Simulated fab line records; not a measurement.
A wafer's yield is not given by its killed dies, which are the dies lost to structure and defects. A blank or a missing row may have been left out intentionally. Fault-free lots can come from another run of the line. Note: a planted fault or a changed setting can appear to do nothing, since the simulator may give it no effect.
Which of the tools did it?    flow n5 finfet    14 lots, 41 wafers sampled, at 2 steps of a route of 1938

== WHAT THE GAUGES READ, wafer by wafer ==
N5_BEOL_M4_CD_MEAS_11: target cd 16.79 nm. Usual: cd nm 16.80 nm, standard deviation 0.22.
lot   measured      on         cd nm (nm)         flag
L818  day 8 01:22   cd sem-02  16.67 16.62 16.73  
L820  day 8 17:40   cd sem-02  16.90 16.86 16.95  
L822  day 8 20:27   cd sem-01  16.61 16.92 16.49  
L821  day 8 23:56   cd sem-02  16.48 16.82 16.94  
L823  day 9 07:23   cd sem-02  16.67 16.77 16.37  
L824  day 9 09:40   cd sem-01  16.82 16.68 16.93  
L825  day 9 19:11   cd sem-01  16.89 17.22        
L828  day 10 09:09  cd sem-01  16.76 16.93 16.46  
L829  day 10 20:22  cd sem-02  16.59 16.73 16.90  
L830  day 11 00:07  cd sem-03  16.73 16.57 16.75  
L835  day 12 06:13  cd sem-01  17.22 16.90 16.63  
L836  day 12 12:17  cd sem-03  16.84 17.18 17.13  
L837  day 12 15:54  cd sem-01  16.49 16.82 16.93  
L839  day 13 00:48  cd sem-03  16.89 17.08 17.02  

N5_BEOL_M4_OVL_MEAS_12. Usual: for M4_OVL the level is 0.7 nm and the standard deviation is 0.74.
lot   measured      on          M4_OVL (nm)     flag
L818  day 8 01:24   overlay-01  -0.9 -0.4 -0.7  
L820  day 8 17:41   overlay-01  1.2 0.8 0.8     
L822  day 8 20:29   overlay-02  1.2 1.3 0.7     
L821  day 8 23:58   overlay-02  1.1 1.0 1.5     
L823  day 9 07:25   overlay-02  0.2 0.5 0.7     
L824  day 9 09:42   overlay-01  1.8 0.8 0.8     
L825  day 9 19:13   overlay-02  0.7 0.5         
L828  day 10 09:11  overlay-02  0.3 -0.3 0.5    
L829  day 10 20:25  overlay-01  0.4 -0.1 2.0    
L830  day 11 00:08  overlay-01  0.3 0.2 0.8     
L835  day 12 06:14  overlay-02  1.4 1.2 0.7     
L836  day 12 12:19  overlay-02  0.1 0.0 0.8     
L837  day 12 15:56  overlay-02  0.5 0.2 0.5     
L839  day 13 00:50  overlay-02  1.2 1.5 1.6     

== WHAT TOOL EACH LOT RAN ON (gives the tool, then ch and the chambers of the sampled wafers, and finally the start) ==
The record shows no process step preceding these readings.

== AS READ BY THE TOOLS THEMSELVES (means over the sampled wafers that have a number; for cases with no such wafer, the mark the record gives instead) ==
The record holds no such reading with a usual standard deviation.

== THE ANSWER, worked out from the rows above alone ==
Rule: a lot is off if the mean of its wafers that have a number lies more than 3 standard deviations from the usual mean. A lot without any number at a reading at which 4 lots or more have one is off too. The other lots that the step has rows for count as sound. Order of review: gauges by route order, followed by the tools' own readings, for which a lot's mean as printed above is used. The first step at which some lot is off is used, and at that step the reading that is off furthest; a lot without a number counts as furthest.
None of the lots is off at any reading shown; this tells nothing.

== WHAT THE SIMULATOR HAD PUT IN ==
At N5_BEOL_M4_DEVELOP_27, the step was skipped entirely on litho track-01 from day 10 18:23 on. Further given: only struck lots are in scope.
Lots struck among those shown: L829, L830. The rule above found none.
